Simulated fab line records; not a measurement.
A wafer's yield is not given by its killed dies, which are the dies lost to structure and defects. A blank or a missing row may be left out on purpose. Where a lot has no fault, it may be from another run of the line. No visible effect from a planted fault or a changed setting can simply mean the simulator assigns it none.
Problem report in the 8D (eight disciplines) form, filled by code ; flow n5-finfet ; the parts of the form that need people (team, actions taken, sign-off) are left out

1. PROBLEM STATEMENT
Mean of run-length-s at N5_BEOL_M5_CO_CAP_78: 99.8 s across 3 wafers in 3 lots; on wafers with no fault it is 125.0 s (standard deviation 0.48). Measured from the usual mean, that is -52 standard deviations.
The step: material Co, precursor CCTBA/H2, target thk 2 nm, time 102.1 s.
First seen on wafer L469.1, day 11 18:37, on cvd-co-02. Wafers with a number at this step in the record: 21, from 7 lots. Rule for "out", or "out of limits": more than 4 standard deviations from the usual mean. Any other wafer with a number is counted as sound.

2. WHAT IT IS, AND WHAT IT ISN'T
question;is;is not
which readings at this step;run-length-s;heater-power-w
which lots;L469, L472, L473;L458, L466, L468, L478
which wafers of those lots;L469.1, L472.5, L473.1;L469.2, L469.3, L472.2, L472.3, L473.4, L473.6
read on which tools;cvd-co-02;cvd-co-01
when;from day 11 18:37;"up to then (8 sound wafers); but 10 sound wafers of L468, L472, L473, L478 came after"

3. SUSPECTS, AND WHAT RULES EACH OUT
Counting: a tool at a process step up to the reading stays a suspect if it ran every lot that is out. Sound lots after the first of them don't rule it out here, since some wafers of a struck lot are sound.
- cvd-co-02 at N5_BEOL_M5_CO_CAP_78 (material Co, precursor CCTBA/H2, target thk 2 nm, time 102.1 s): kept. It ran every lot that is out, first L469 (day 11 18:37); its last sound lot up to then is L466 (day 10 22:16). Its own readings are out on those wafers: run-length-s.
After counting, what remains is cvd-co-02 at N5_BEOL_M5_CO_CAP_78.

4. THE CAUSE (what the simulator had put in)
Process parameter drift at N5_BEOL_M5_CO_CAP_78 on cvd-co-02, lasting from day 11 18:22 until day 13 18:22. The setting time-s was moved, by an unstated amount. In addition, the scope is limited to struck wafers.
This tool alone remained once counting was done.

5. THE CHAIN OF EFFECTS, in route order
Each row: a reading where the mean over the struck wafers with a number is more than 3 standard deviations away from the usual. Readings are gone through only where the record gives a usual standard deviation; hours: the median, over the lots, of the time from a lot's start at the first step in this table giving one to that lot's start at this step; sigmas: the change measured in usual standard deviations.
hours;step;reading;usual;on struck wafers;change;sigmas
0;N5_BEOL_M5_CO_CAP_78;run-length-s;125.0 s;99.8;-25.2;-52
Process steps it contains:
- N5_BEOL_M5_CO_CAP_78: material Co, precursor CCTBA/H2, target thk 2 nm, time 102.1 s.

6. HOW IT WOULD HAVE BEEN CAUGHT EARLIER
The fault began at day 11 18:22; the first out-of-limits reading in this record came at day 11 18:37, 0 hours later.
